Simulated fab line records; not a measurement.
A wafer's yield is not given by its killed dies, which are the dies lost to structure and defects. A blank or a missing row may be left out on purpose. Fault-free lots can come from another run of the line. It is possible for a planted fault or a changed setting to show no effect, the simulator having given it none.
fab line records	flow n5Finfet
record lots=6	wafers=18	lastDay=19
route steps=1938 shown BEOL_M3@1015 BEOL_M4@1021
lots that met no fault: from a run of the same line without faults
startH: hours from the record's opening day to when the first of the lot's shown wafers began	waitH: hours elapsed since this lot's preceding step	" unchanged from the row above	L1.1+2: one row covering several wafers at once	- no value present, or no start provided	* or withheld: withheld	< > ~ a bound
route shown NAME@n: NAME is a module with steps in the file, n the number in the route of the first one	usual: mean/standard deviation taken from wafers without a fault	same: alike in all rows	chamber/n: place in a boat	sites: each site's reading	_std_site: standard deviation of those values	_edge_site: mean of outer sites minus mean of inner sites	radiusMm: for every site, how far away it sits from the centre of the wafer	mask NAME#n: copy n	behind: the last tool/chamber to shape the wafer	hold: why the lot was held/for how many hours/how that ended	device: the transistor (n, p or np) that didn't switch	end of line: at the end of the route, the tests of the same wafers	a step given without rows: its recipe and nothing more	killed: at the first sort, the dies lost to defects and structure; wafer yield is something else	map: per-die view of a wafer (x killed, . not killed, _ where there is no die)
set.NAME: the setting the step ran with; set.NAME@STEP: the setting that earlier step ran with	model.NAME: the simulator's own value behind a step, which no gauge read
lots at some steps of the route; a table a step, a row a wafer
services: a tool's chamber out of use, with start hour (startH, from the record's first day; less than 0 if before it), hours out, and reason
## steps
# step N5_BEOL_M3_PRE_CLEAN_60
# recipe gas=NH3/H2	timeS=15	tempC=*	rfPowerW=300
# usual heaterPowerW=87/8.4
lot.wafer	tool	chamber	startH	waitH	heaterPowerW
L749.1	cvdCo-01	0	212.90	0.0	83
L749.2	"	2	"	"	92
L749.3	"	1	"	"	82
L755.1	cvdCo-01	1	246.88	0.0	84
L755.4	"	0	"	"	79
L755.5	"	1	"	"	83
L756.2	cvdCo-02	0	259.25	0.0	94
L756.5	"	0	"	"	92
L756.6	"	2	"	"	76
L765.1	cvdCo-01	0	330.05	0.0	82
L765.3	"	2	"	"	91
L765.5	"	1	"	"	85
L768.1	cvdCo-02	0	333.44	0.0	93
L768.3	"	2	"	"	76
L768.4	"	0	"	"	94
L769.2	cvdCo-02	0	338.03	0.0	95
L769.3	"	2	"	"	77
L769.4	"	0	"	"	93
# step N5_BEOL_M3_CO_CAP_55
# recipe material=Co	targetThkA=20	tempC=200	precursor=CCTBA/H2	pressureTorr=30	timeS=102.1
# usual heaterPowerW=238/10
lot.wafer	tool	chamber	startH	waitH	heaterPowerW
L749.1	cvdCo-01	0	212.94	0.0	227
L749.2	"	2	"	"	246
L749.3	"	1	"	"	240
L755.1	cvdCo-01	1	246.92	0.0	234
L755.4	"	0	"	"	230
L755.5	"	1	"	"	232
L756.2	cvdCo-02	0	259.29	0.0	245
L756.5	"	0	"	"	246
L756.6	"	2	"	"	222
L765.1	cvdCo-01	0	330.09	0.0	228
L765.3	"	2	"	"	243
L765.5	"	1	"	"	236
L768.1	cvdCo-02	0	333.50	0.0	243
L768.3	"	2	"	"	224
L768.4	"	0	"	"	246
L769.2	cvdCo-02	0	338.09	0.0	243
L769.3	"	2	"	"	228
L769.4	"	0	"	"	241
# step N5_BEOL_M3_PRE_CLEAN_56
# recipe gas=NH3	timeS=15	tempC=withheld	rfPowerW=300
# step N5_BEOL_M3_DEP_57
# recipe material=SiCN	targetThkA=80	tempC=withheld	precursor=3MS/NH3	pressureTorr=3	rfW=202	timeS=14
# usual showerheadPlenumPTorr=3.668/0.016	throttleValvePct=9.2/0.58
lot.wafer	tool	chamber	startH	waitH	showerheadPlenumPTorr	throttleValvePct
L749.1	pecvd-01	2	213.06	0.0	3.653	8.7
L749.2	"	0	"	"	3.672	8.9
L749.3	"	1	"	"	3.653	8.1
L755.1	pecvd-04	2	247.03	0.0	3.682	9.0
L755.4	"	2	"	"	3.685	9.2
L755.5	"	1	"	"	3.683	10.3
L756.2	pecvd-04	1	259.40	0.0	3.672	10.1
L756.5	"	0	"	"	3.651	8.9
L756.6	"	1	"	"	3.684	10.2
L765.1	pecvd-04	1	330.20	0.0	3.680	10.2
L765.3	"	0	"	"	3.655	9.0
L765.5	"	0	"	"	3.652	9.2
L768.1	pecvd-01	0	333.65	0.0	3.654	9.2
L768.3	"	2	"	"	3.668	9.1
L768.4	"	0	"	"	3.660	9.0
L769.2	pecvd-01	2	338.24	0.0	3.659	8.6
L769.3	"	1	"	"	3.656	8.2
L769.4	"	0	"	"	3.658	9.0
# step N5_BEOL_M3_RS_MEAS_58
# recipe thkMeasGauge=four-point-probe	reads=Co_of_BEOL_M3_CO_CAP_55+Cu_of_BEOL_M3_ECD_50+Co_of_BEOL_M3_CVD_47+TaN_of_BEOL_M3_ALD_84
# usual M3_RS=0.68/0.036
lot.wafer	tool	chamber	startH	waitH	M3_RS[ohm/sq]
L749.1	filmMetro-01	-	213.13	0.0	0.63
L749.2	"	-	"	"	0.67
L749.3	"	-	"	"	0.69
L755.1	filmMetro-02	-	247.10	0.0	0.68
L755.4	"	-	"	"	0.67
L755.5	"	-	"	"	0.63
L756.2	filmMetro-02	-	259.47	0.1	0.67
L756.5	"	-	"	"	0.73
L756.6	"	-	"	"	0.65
L765.1	filmMetro-01	-	330.27	0.0	0.68
L765.3	"	-	"	"	0.66
L765.5	"	-	"	"	0.65
L768.1	filmMetro-01	-	333.71	0.0	0.68
L768.3	"	-	"	"	0.66
L768.4	"	-	"	"	0.62
L769.2	filmMetro-02	-	338.31	0.1	0.80
L769.3	"	-	"	"	0.68
L769.4	"	-	"	"	0.67
# step N5_BEOL_M3_INSPECT_59
# recipe inspectInstrument=darkfield	mode=postDep
# usual rawDefectCount=70/23
lot.wafer	tool	chamber	startH	waitH	rawDefectCount
L749.1	defectInspect-02	-	213.15	0.0	35
L749.2	"	-	"	"	55
L749.3	"	-	"	"	75
L755.1	defectInspect-02	-	247.12	0.0	62
L755.4	"	-	"	"	42
L755.5	"	-	"	"	107
L756.2	defectInspect-01	-	259.50	0.0	60
L756.5	"	-	"	"	64
L756.6	"	-	"	"	69
L765.1	defectInspect-02	-	330.30	0.0	35
L765.3	"	-	"	"	70
L765.5	"	-	"	"	38
L768.1	defectInspect-02	-	333.74	0.0	125
L768.3	"	-	"	"	122
L768.4	"	-	"	"	68
L769.2	defectInspect-02	-	338.34	0.0	40
L769.3	"	-	"	"	34
L769.4	"	-	"	"	52
# step N5_BEOL_M4_ILD_DEP_00
# recipe material=SiOC	targetThkA=790	tempC=350	precursor=DEMS/O2	pressureTorr=5	rfW=500	timeS=15.3
# usual heaterPowerW=486/47	showerheadPlenumPTorr=5.693/0.013	throttleValvePct=11.7/0.57
lot.wafer	tool	chamber	startH	waitH	heaterPowerW	showerheadPlenumPTorr	throttleValvePct
L749.1	pecvd-03	1	213.19	0.0	475	5.702	12.0
L749.2	"	0	"	"	530	5.681	12.1
L749.3	"	0	"	"	541	5.699	11.9
L755.1	pecvd-01	1	247.16	0.0	491	5.701	10.7
L755.4	"	2	"	"	407	5.694	11.9
L755.5	"	0	"	"	495	5.681	12.1
L756.2	pecvd-01	0	259.53	0.0	514	5.682	11.7
L756.5	"	1	"	"	591	5.701	10.8
L756.6	"	0	"	"	505	5.678	11.9
L765.1	pecvd-01	1	330.33	0.0	551	5.710	10.9
L765.3	"	0	"	"	470	5.675	11.6
L765.5	"	0	"	"	483	5.694	11.8
L768.1	pecvd-01	2	333.78	0.0	438	5.709	11.7
L768.3	"	0	"	"	498	5.694	11.9
L768.4	"	2	"	"	429	5.690	11.7
L769.2	pecvd-02	1	338.37	0.0	466	5.734	13.2
L769.3	"	2	"	"	461	5.705	11.7
L769.4	"	1	"	"	476	5.714	12.8
# step N5_BEOL_M4_THK_MEAS_01
# recipe reads=SiOC_of_BEOL_M4_ILD_DEP_00
# usual M4_ILD_THK=79.1/1
lot.wafer	tool	chamber	startH	waitH	M4_ILD_THK[nm]
L749.1	filmMetro-01	-	213.27	0.1	77.1
L749.2	"	-	"	"	78.6
L749.3	"	-	"	"	79.9
L755.1	filmMetro-02	-	247.23	0.0	79.1
L755.4	"	-	"	"	80.1
L755.5	"	-	"	"	81.1
L756.2	filmMetro-02	-	259.60	0.1	79.4
L756.5	"	-	"	"	80.3
L756.6	"	-	"	"	79.7
L765.1	filmMetro-01	-	330.40	0.0	78.0
L765.3	"	-	"	"	78.0
L765.5	"	-	"	"	79.3
L768.1	filmMetro-01	-	333.84	0.0	78.5
L768.3	"	-	"	"	78.0
L768.4	"	-	"	"	78.4
L769.2	filmMetro-02	-	338.44	0.1	78.7
L769.3	"	-	"	"	78.2
L769.4	"	-	"	"	79.9
# step N5_BEOL_M4_PECVD_72
# recipe material=SiO2	targetThkA=160	tempC=400	precursor=TEOS/O2	pressureTorr=5.5	rfW=450	teosFlowSccm=53.8	gas=O2	flowSccm=3000	timeS=18
# usual heaterPowerW=730/60	showerheadPlenumPTorr=8.78/0.068	throttleValvePct=22.1/1.1
lot.wafer	tool	chamber	startH	waitH	heaterPowerW	showerheadPlenumPTorr	throttleValvePct
L749.1	pecvd-02	0	213.31	0.0	707	8.65	22.3
L749.2	"	1	"	"	776	8.87	24.5
L749.3	"	0	"	"	703	8.66	22.3
L755.1	pecvd-02	1	247.27	0.0	678	8.87	24.5
L755.4	"	0	"	"	662	8.65	22.1
L755.5	"	1	"	"	679	8.88	24.4
L756.2	pecvd-03	1	259.64	0.0	748	8.81	22.8
L756.5	"	2	"	"	650	8.79	21.1
L756.6	"	1	"	"	761	8.79	22.4
L765.1	pecvd-02	2	330.44	0.0	815	8.87	22.0
L765.3	"	0	"	"	622	8.65	22.4
L765.5	"	1	"	"	679	8.87	24.2
L768.1	pecvd-03	2	333.88	0.0	726	8.79	21.0
L768.3	"	1	"	"	687	8.79	22.6
L768.4	"	1	"	"	698	8.79	22.5
L769.2	pecvd-01	1	338.48	0.0	846	8.79	20.1
L769.3	"	0	"	"	717	8.73	22.5
L769.4	"	1	"	"	862	8.79	20.3
# step N5_BEOL_M4_HM_DEP_02
# recipe material=TiN	targetThkA=200	tempC=25	chamberPressurePa=0.49996
# step N5_BEOL_M4_COAT_61
# recipe resist=SOC	tempC=250	timeS=60	spinRpm=1500	resistThkNm=60
# step N5_BEOL_M4_COAT_62
# recipe resist=SiARC	tempC=220	timeS=60	spinRpm=1500	resistThkNm=12
# step N5_BEOL_M4_COAT_73
# recipe resist=underlayer	tempC=205	timeS=60	spinRpm=1500	resistThkNm=5
# usual heaterPowerTotalW=391.7/1.3	plateTempC=204.95/0.16	resistLineTempC=22.99/0.1
lot.wafer	tool	chamber	startH	waitH	heaterPowerTotalW	plateTempC	resistLineTempC
L749.1	lithoTrack-05	0	213.61	-	393.9	204.97	22.90
L749.2	"	0	"	"	390.2	204.81	22.98
L749.3	"	0	"	"	392.2	204.94	23.04
L755.1	lithoTrack-01	0	249.19	-	379.8	199.32	23.10
L755.4	"	0	"	"	379.0	199.16	22.95
L755.5	"	0	"	"	379.1	198.75	23.05
L756.2	lithoTrack-01	0	261.76	-	376.0	199.00	23.10
L756.5	"	0	"	"	378.2	199.21	23.04
L756.6	"	0	"	"	375.7	199.30	23.20
L765.1	lithoTrack-05	0	330.63	-	392.3	204.77	23.11
L765.3	"	0	"	"	393.6	204.70	23.09
L765.5	"	0	"	"	390.8	204.78	23.12
L768.1	lithoTrack-01	0	335.37	-	390.5	204.89	23.09
L768.3	"	0	"	"	393.8	204.90	23.10
L768.4	"	0	"	"	393.0	204.88	23.04
L769.2	lithoTrack-01	0	339.07	-	390.5	205.00	22.90
L769.3	"	0	"	"	393.7	205.16	23.00
L769.4	"	0	"	"	390.2	204.93	23.10
# step N5_BEOL_M4_COAT_05
# recipe resist=CAR-EUV	spinRpm=1500	resistThkNm=30
# step N5_BEOL_M4_RC_MEAS_101
# usual DIBL_N=36.0/1.7	DIBL_P=36.2/1.9	IOFF_N=0.154/0.028	IOFF_P=0.21/0.036	ION_N=675/11	ION_P=463/8.3	SS_N=71.4/0.63	SS_P=73.2/0.55	VT_N=250.2/3	VT_P=-251/3.7
lot.wafer	tool	chamber	startH	waitH	DIBL_N[mV/V]	DIBL_P[mV/V]	IOFF_N[nA/um]	IOFF_P[nA/um]	ION_N[uA/um]	ION_P[uA/um]	SS_N[mV/dec]	SS_P[mV/dec]	VT_N[mV]	VT_P[mV]
L749.1	prober-02	0	243.98	0.0	35.0	34.9	0.137	0.19	668	458	70.6	73.7	249.0	-252
L749.2	"	0	"	"	37.1	36.2	0.167	0.22	678	463	71.9	73.6	248.0	-249
L749.3	"	0	"	"	36.0	34.9	0.140	0.19	665	451	70.7	72.7	251.1	-251
L755.1	prober-02	0	281.91	0.0	36.8	34.9	0.152	0.18	660	448	71.8	73.0	253.4	-254
L755.4	"	0	"	"	34.3	33.4	0.118	0.17	666	458	71.0	73.1	252.1	-253
L755.5	"	0	"	"	35.0	34.5	0.134	0.18	670	461	71.5	72.9	247.7	-250
L756.2	prober-02	0	291.79	0.2	35.3	35.3	0.135	0.18	684	463	71.5	72.8	250.7	-253
L756.5	"	0	"	"	35.4	34.7	0.123	0.17	668	454	71.5	73.1	254.9	-255
L756.6	"	0	"	"	35.9	35.5	0.142	0.18	681	466	71.5	73.2	251.5	-254
L765.1	prober-01	0	339.84	0.0	37.6	37.2	0.167	0.23	667	467	71.5	73.9	250.3	-249
L765.3	"	0	"	"	35.0	34.2	0.129	0.19	669	456	70.8	72.8	252.8	-248
L765.5	"	0	"	"	35.9	36.0	0.144	0.21	660	460	71.6	73.5	253.2	-248
L768.1	prober-01	0	344.15	0.0	37.2	37.7	0.191	0.28	681	471	71.9	73.7	248.2	-247
L768.3	"	0	"	"	38.5	38.3	0.218	0.29	704	482	72.1	74.1	243.7	-244
L768.4	"	0	"	"	39.2	38.9	0.211	0.30	682	473	72.8	72.8	246.9	-244
L769.2	prober-02	0	347.19	0.2	34.4	35.4	0.131	0.19	682	469	70.7	72.8	252.0	-249
L769.3	"	0	"	"	40.2	41.1	0.244	0.28	697	463	72.4	74.3	245.3	-248
L769.4	"	0	"	"	36.7	37.8	0.166	0.23	670	461	72.1	73.2	249.8	-246
## services
tool	chamber	startH	hours	kind
pecvd-02	2	212.74	2.1	scheduledDown
cvdCo-02	-	223.15	3.8	pm
pecvd-02	1	227.29	5.5	scheduledDown
lithoTrack-01	-	256.46	-	consumableReplace:filter
cvdCo-01	-	269.08	2.8	pm
cvdCo-02	-	271.83	6.9	pm
pecvd-01	1	274.17	12.3	repair
pecvd-01	-	275.27	0.9	repair
pecvd-02	0	279.38	2.1	scheduledDown
pecvd-03	-	286.12	14.6	pm
pecvd-04	2	287.69	4.1	repair
cvdCo-01	-	289.41	7.4	repair
pecvd-04	-	289.55	6.0	pm
pecvd-02	-	298.59	3.4	repair
cvdCo-01	-	303.92	14.6	pm
pecvd-01	1	305.00	2.1	scheduledDown
cvdCo-02	0	312.38	18.0	repair
cvdCo-01	-	318.52	6.9	pm
pecvd-02	-	326.95	0.6	repair
pecvd-04	2	331.11	30.4	repair
cvdCo-02	1	333.41	-	clean
cvdCo-02	1	333.41	22.0	scheduledDown
cvdCo-02	1	333.41	22.0	ventCycle
pecvd-02	-	335.57	2.8	pm
## key
firstSign step=N5_BEOL_M4_COAT_73	reading=plateTempC	direction=down	sigmas=36	usual=*	struck=*
effect step=N5_BEOL_M4_COAT_73	reading=heaterPowerTotalW	direction=down	sigmas=10	usual=*	struck=*
metAt N5_BEOL_M4_COAT_73
struckWafers L755.1,L755.4,L755.5,L756.2,L756.5,L756.6
fault kind=processParameterDrift	tool=lithoTrack-01	chamber=-	onsetH=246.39	steps=N5_BEOL_M4_COAT_73	channel=tempC	offset=*	shape=step	endH=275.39	actsIn=*	stated=*
